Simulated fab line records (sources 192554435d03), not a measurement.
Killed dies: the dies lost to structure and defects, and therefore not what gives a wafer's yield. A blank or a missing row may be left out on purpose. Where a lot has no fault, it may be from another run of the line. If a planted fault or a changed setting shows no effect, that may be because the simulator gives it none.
Matching of chambers || flow n5_finfet || rie_diel-01 running N5_SDB_DESCUM_16: 4 sister chambers
The step chemistry O2, time 7.9 s. 20 wafers are shown with their chamber, then 10 later ones without.

## WAFERS PAIRED WITH THEIR CHAMBERS
{"wafer": "L074.2", "chamber": 3, "drypump_motor_current_A (A)": 6.0, "throttle_valve_pct (%)": 20.48, "showerhead_plenum_p_Torr (Torr)": 2.10}
{"wafer": "L074.4", "chamber": 0, "drypump_motor_current_A (A)": 5.8, "throttle_valve_pct (%)": 20.54, "showerhead_plenum_p_Torr (Torr)": 2.17}
{"wafer": "L074.6", "chamber": 3, "drypump_motor_current_A (A)": 6.0, "throttle_valve_pct (%)": 20.47, "showerhead_plenum_p_Torr (Torr)": 2.10}
{"wafer": "L076.2", "chamber": 1, "drypump_motor_current_A (A)": 6.0, "throttle_valve_pct (%)": 20.13, "showerhead_plenum_p_Torr (Torr)": 2.13}
{"wafer": "L076.3", "chamber": 0, "drypump_motor_current_A (A)": 5.8, "throttle_valve_pct (%)": 20.53, "showerhead_plenum_p_Torr (Torr)": 2.16}
{"wafer": "L076.4", "chamber": 3, "drypump_motor_current_A (A)": 6.0, "throttle_valve_pct (%)": 20.48, "showerhead_plenum_p_Torr (Torr)": 2.10}
{"wafer": "L077.2", "chamber": 0, "drypump_motor_current_A (A)": 5.8, "throttle_valve_pct (%)": 20.54, "showerhead_plenum_p_Torr (Torr)": 2.16}
{"wafer": "L077.4", "chamber": 2, "drypump_motor_current_A (A)": 5.4, "throttle_valve_pct (%)": 20.47, "showerhead_plenum_p_Torr (Torr)": 2.06}
{"wafer": "L077.5", "chamber": 1, "drypump_motor_current_A (A)": 6.0, "throttle_valve_pct (%)": 20.14, "showerhead_plenum_p_Torr (Torr)": 2.13}
{"wafer": "L079.2", "chamber": 0, "drypump_motor_current_A (A)": 5.8, "throttle_valve_pct (%)": 20.55, "showerhead_plenum_p_Torr (Torr)": 2.16}
{"wafer": "L079.3", "chamber": 2, "drypump_motor_current_A (A)": 5.4, "throttle_valve_pct (%)": 20.48, "showerhead_plenum_p_Torr (Torr)": 2.06}
{"wafer": "L079.4", "chamber": 1, "drypump_motor_current_A (A)": 6.0, "throttle_valve_pct (%)": 20.15, "showerhead_plenum_p_Torr (Torr)": 2.13}
{"wafer": "L085.1", "chamber": 3, "drypump_motor_current_A (A)": 6.1, "throttle_valve_pct (%)": 20.51, "showerhead_plenum_p_Torr (Torr)": 2.09}
{"wafer": "L085.3", "chamber": 1, "drypump_motor_current_A (A)": 6.0, "throttle_valve_pct (%)": 20.18, "showerhead_plenum_p_Torr (Torr)": 2.13}
{"wafer": "L085.6", "chamber": 2, "drypump_motor_current_A (A)": 5.4, "throttle_valve_pct (%)": 20.49, "showerhead_plenum_p_Torr (Torr)": 2.06}
{"wafer": "L087.1", "chamber": 3, "drypump_motor_current_A (A)": 6.0, "throttle_valve_pct (%)": 20.52, "showerhead_plenum_p_Torr (Torr)": 2.09}
{"wafer": "L087.2", "chamber": 2, "drypump_motor_current_A (A)": 5.4, "throttle_valve_pct (%)": 20.51, "showerhead_plenum_p_Torr (Torr)": 2.05}
{"wafer": "L087.5", "chamber": 3, "drypump_motor_current_A (A)": 6.0, "throttle_valve_pct (%)": 20.52, "showerhead_plenum_p_Torr (Torr)": 2.09}
{"wafer": "L089.3", "chamber": 2, "drypump_motor_current_A (A)": 5.4, "throttle_valve_pct (%)": 20.51, "showerhead_plenum_p_Torr (Torr)": 2.05}
{"wafer": "L089.4", "chamber": 1, "drypump_motor_current_A (A)": 6.0, "throttle_valve_pct (%)": 20.19, "showerhead_plenum_p_Torr (Torr)": 2.12}

SIGNATURES (means of the wafers above)
{"reading": "drypump_motor_current_A", "chamber 0": 5.800, "chamber 1": 6.000, "chamber 2": 5.400, "chamber 3": 6.017, "scatter within a chamber": 0.0228}
{"reading": "throttle_valve_pct", "chamber 0": 20.5400, "chamber 1": 20.1580, "chamber 2": 20.4920, "chamber 3": 20.4967, "scatter within a chamber": 0.0205}
{"reading": "showerhead_plenum_p_Torr", "chamber 0": 2.1625, "chamber 1": 2.1280, "chamber 2": 2.0560, "chamber 3": 2.0950, "scatter within a chamber": 0.00515}
Rule: a wafer lies at a distance from a chamber equal to the root of the sum of squares, over the readings, of (its reading less the chamber's mean, divided by the reading's scatter). If the next closest chamber is less than 2 further off than the closest, the wafer can't be placed; otherwise it belongs to the closest. The scatter is the square root of a quotient: the sum, over the shown wafers, of each reading's squared deviation from its chamber's mean, divided by wafers minus chambers.

## WAFERS WHOSE CHAMBER IS MISSING
{"wafer": "L089.6", "drypump_motor_current_A (A)": 6.0, "throttle_valve_pct (%)": 20.18, "showerhead_plenum_p_Torr (Torr)": 2.12}
{"wafer": "L090.2", "drypump_motor_current_A (A)": 5.4, "throttle_valve_pct (%)": 20.51, "showerhead_plenum_p_Torr (Torr)": 2.05}
{"wafer": "L090.4", "drypump_motor_current_A (A)": 5.8, "throttle_valve_pct (%)": 20.04, "showerhead_plenum_p_Torr (Torr)": 2.16}
{"wafer": "L090.5", "drypump_motor_current_A (A)": 6.0, "throttle_valve_pct (%)": 20.18, "showerhead_plenum_p_Torr (Torr)": 2.12}
{"wafer": "L096.1", "drypump_motor_current_A (A)": 6.0, "throttle_valve_pct (%)": 20.22, "showerhead_plenum_p_Torr (Torr)": 2.12}
{"wafer": "L096.5", "drypump_motor_current_A (A)": 5.4, "throttle_valve_pct (%)": 20.54, "showerhead_plenum_p_Torr (Torr)": 2.05}
{"wafer": "L096.6", "drypump_motor_current_A (A)": 6.0, "throttle_valve_pct (%)": 20.21, "showerhead_plenum_p_Torr (Torr)": 2.12}
{"wafer": "L097.4", "drypump_motor_current_A (A)": 6.0, "throttle_valve_pct (%)": 20.21, "showerhead_plenum_p_Torr (Torr)": 2.12}
{"wafer": "L097.5", "drypump_motor_current_A (A)": 5.5, "throttle_valve_pct (%)": 20.56, "showerhead_plenum_p_Torr (Torr)": 2.05}
{"wafer": "L097.6", "drypump_motor_current_A (A)": 6.0, "throttle_valve_pct (%)": 20.55, "showerhead_plenum_p_Torr (Torr)": 2.08}

## WHICH CHAMBER EACH WENT THROUGH
{"wafer": "L089.6", "from the rows above": 1, "in truth": 1}
{"wafer": "L090.2", "from the rows above": 2, "in truth": 2}
{"wafer": "L090.4", "from the rows above": 1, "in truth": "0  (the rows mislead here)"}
{"wafer": "L090.5", "from the rows above": 1, "in truth": 1}
{"wafer": "L096.1", "from the rows above": 1, "in truth": 1}
{"wafer": "L096.5", "from the rows above": 2, "in truth": 2}
{"wafer": "L096.6", "from the rows above": 1, "in truth": 1}
{"wafer": "L097.4", "from the rows above": 1, "in truth": 1}
{"wafer": "L097.5", "from the rows above": 2, "in truth": 2}
{"wafer": "L097.6", "from the rows above": 3, "in truth": 3}
Correct placement for 9 of the 10. Number that these rows cannot place: 0. 1 placed wrongly.
